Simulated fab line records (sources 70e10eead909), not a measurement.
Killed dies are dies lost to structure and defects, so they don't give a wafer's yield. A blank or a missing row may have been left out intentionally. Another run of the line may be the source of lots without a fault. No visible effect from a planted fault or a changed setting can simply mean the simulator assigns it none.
Struck lot and sound lot, side by side || flow nand-harc || 40 steps out of a route of 1159
Sound: wafers L305.1, L305.4, L305.5. Wafers L321.2, L321.4, L321.6 were the ones struck. The cause is given at the end.
At each step with rows: each side's tool, then ch and its chambers, then its first start. Under that, the readings that differ: sound wafers || struck wafers || difference of the means || sigmas: that difference in standard deviations of wafers without a fault.
alike: readings whose means differ by less than 2 such deviations, and words and numbers that are the same on both sides. not compared: withheld readings, readings that some wafer has no value for, bounds like >300 that may hide the same value, and numbers for which the record gives no deviation and whose values overlap.
A row with sigmas, a row that says differs or no value, or rows on one side alone: a step with any of these is where the two part. Non-overlapping numbers with no deviation appear without sigmas and do not part them. A reading that every wafer of one side lacks parts them only if that side has two wafers or more.

NHARC_A_BLC_CD_MEAS_10: the cd target is 100 nm.
  sound on cd-sem-03 ch 0, day 17 09:14; struck on cd-sem-01 ch 0, day 21 01:27
{"reading": "cd-nm (nm)", "sound": "100.4 100.3 100.5", "struck": "99.1 99.4 99.5", "difference": -1.1, "sigmas": -2}
NHARC_A_BLC_OVL_MEAS_11:
  struck on overlay-01, day 21 01:32; sound on overlay-01, day 17 09:19
  alike: overlay-x-nm, overlay-y-nm
NHARC_A_BLC_INSPECT_12:
  struck on defect-inspect-02, day 21 01:35; sound on defect-inspect-01, day 17 09:22
  alike: raw-defect-count
then, 4 steps without rows for these wafers: NHARC_A_BLC_DESCUM_15 (chemistry O2, time 3 s); NHARC_A_BLC_ETCH_16 (etches the open film in CF4, target depth 39 nm, time 65 s); NHARC_A_BLC_ETCH_17 (etches the open film in N2/H2, target depth 390 nm, time 609.38 s); NHARC_A_BLC_ETCH_18 (etches the open film in C4F8/O2/Ar, target depth 910 nm).
NHARC_A_BLC_CD_MEAS_19:
  struck on cd-sem-02, day 21 02:48; sound on cd-sem-03, day 17 10:23
  alike: cd-nm
NHARC_A_BLC_STRIP_29: strips in CF4.
  sound on rie-diel-06 ch 0,1,2, day 17 10:28; struck on rie-diel-13 ch 0,1, day 21 02:54
  alike: drypump-motor-current-A, oes-product-au, rf-vpp-V, showerhead-plenum-p-Torr, throttle-valve-pct
  not compared: rf-hours-counter-h
NHARC_A_BLC_STRIP_21: strips in O2.
  sound on rie-diel-06 ch 0,1,2, day 17 10:35; struck on rie-diel-13 ch 0,2, day 21 03:00
  alike: drypump-motor-current-A, oes-product-au, rf-vpp-V, showerhead-plenum-p-Torr, throttle-valve-pct
  not compared: rf-hours-counter-h
then, 1 step without rows for these wafers: NHARC_A_BLC_STRIP_22 (strips in post etch residue remover, time 600 s).
NHARC_A_BLC_DEGAS_30: time 60 s.
  struck on pvd-sputter-02, day 21 03:26; sound on pvd-sputter-01, day 17 10:59
  alike: heater-power-w
NHARC_A_BLC_PRE_CLEAN_31: time 15 s.
  struck on pvd-sputter-02, day 21 03:30; sound on pvd-sputter-01, day 17 11:03
then, 15 steps without rows for these wafers: NHARC_A_BLC_PVD_32 (deposits Ti, target thk 5 nm, time 17.7 s); NHARC_A_BLC_ALD_23 (deposits TiN, target thk 3 nm, pulse time 1 s, ald cycles 150); NHARC_A_BLC_CVD_24 (deposits W, target thk 150 nm, time 434 s); NHARC_A_BLC_CMP_25 (polishes, t overpolish 30 s, target thk 150 nm); NHARC_A_BLC_SRD_27; NHARC_A_M0_DEP_00 (deposits SiOC, target thk 150 nm); NHARC_A_M0_DEHYDRATE_01 (time 120 s); NHARC_A_M0_HMDS_02 (time 30 s); NHARC_A_M0_COAT_33 (time 65 s); NHARC_A_M0_COAT_03 (resist thk 90 nm); NHARC_A_M0_SOFTBAKE_04 (time 55 s); NHARC_A_M0_EBR_05; NHARC_A_M0_EXPOSE_06 (exposes mask A M0, target cd 80 nm); NHARC_A_M0_PEB_07 (peb time 65 s); NHARC_A_M0_DEVELOP_08 (develop time 35 s).
NHARC_A_M0_CD_MEAS_09: the cd target is 80 nm.
  sound on cd-sem-01 ch 0, day 17 16:03; struck on cd-sem-02 ch 0, day 21 13:43
{"reading": "cd-nm (nm)", "sound": "79.9 79.1 79.3", "struck": "80.3 80.0 81.1", "difference": "+1.0", "sigmas": "+2"}
NHARC_A_M0_OVL_MEAS_10: pitch 160 nm.
  struck on overlay-01, day 21 13:48; sound on overlay-02, day 17 16:08
  alike: overlay-x-nm, overlay-y-nm
then, 2 steps without rows for these wafers: NHARC_A_M0_DESCUM_14 (chemistry O2, time 3 s); NHARC_A_M0_ETCH_34 (etches the open film in N2/H2, target depth 40 nm, overetch 12 nm, time 43.94 s).
NHARC_A_M0_ETCH_15: etches the open film in C4F8/Ar, target depth 150 nm, overetch 15 nm, time 82.5 s.
  sound on rie-diel-09 ch 0,2,3; struck on rie-diel-02 ch 0,1
  alike: oes-product-au, rf-vpp-V
  not compared: rf-hours-counter-h
NHARC_A_M0_CD_MEAS_16:
  struck on cd-sem-02, day 21 14:15; sound on cd-sem-01, day 17 16:32
{"reading": "cd-nm (nm)", "sound": "79.7 78.8 77.8", "struck": "80.9 80.4 81.4", "difference": "+2.1", "sigmas": "+3"}
then, 4 steps without rows for these wafers: NHARC_A_M0_STRIP_18 (strips in N2/H2); NHARC_A_M0_STRIP_19 (strips in post etch residue remover, time 600 s); NHARC_A_M0_DEGAS_28 (time 60 s); NHARC_A_M0_PRE_CLEAN_29 (time 30 s).
NHARC_A_M0_PVD_20: deposits TaN, target thk 5 nm, time 8.06 s.
  sound on pvd-sputter-03; struck on pvd-sputter-01
  alike: throttle-valve-pct
NHARC_END_SORT_01:
  here the record holds rows for the struck wafers (prober-02 ch 0, day 23 04:46) but none for the sound ones

== WHERE THEY PART ==
Last at NHARC_END_SORT_01 as far as this record goes, first at NHARC_A_BLC_CD_MEAS_10.

WHY: what the simulator had put in
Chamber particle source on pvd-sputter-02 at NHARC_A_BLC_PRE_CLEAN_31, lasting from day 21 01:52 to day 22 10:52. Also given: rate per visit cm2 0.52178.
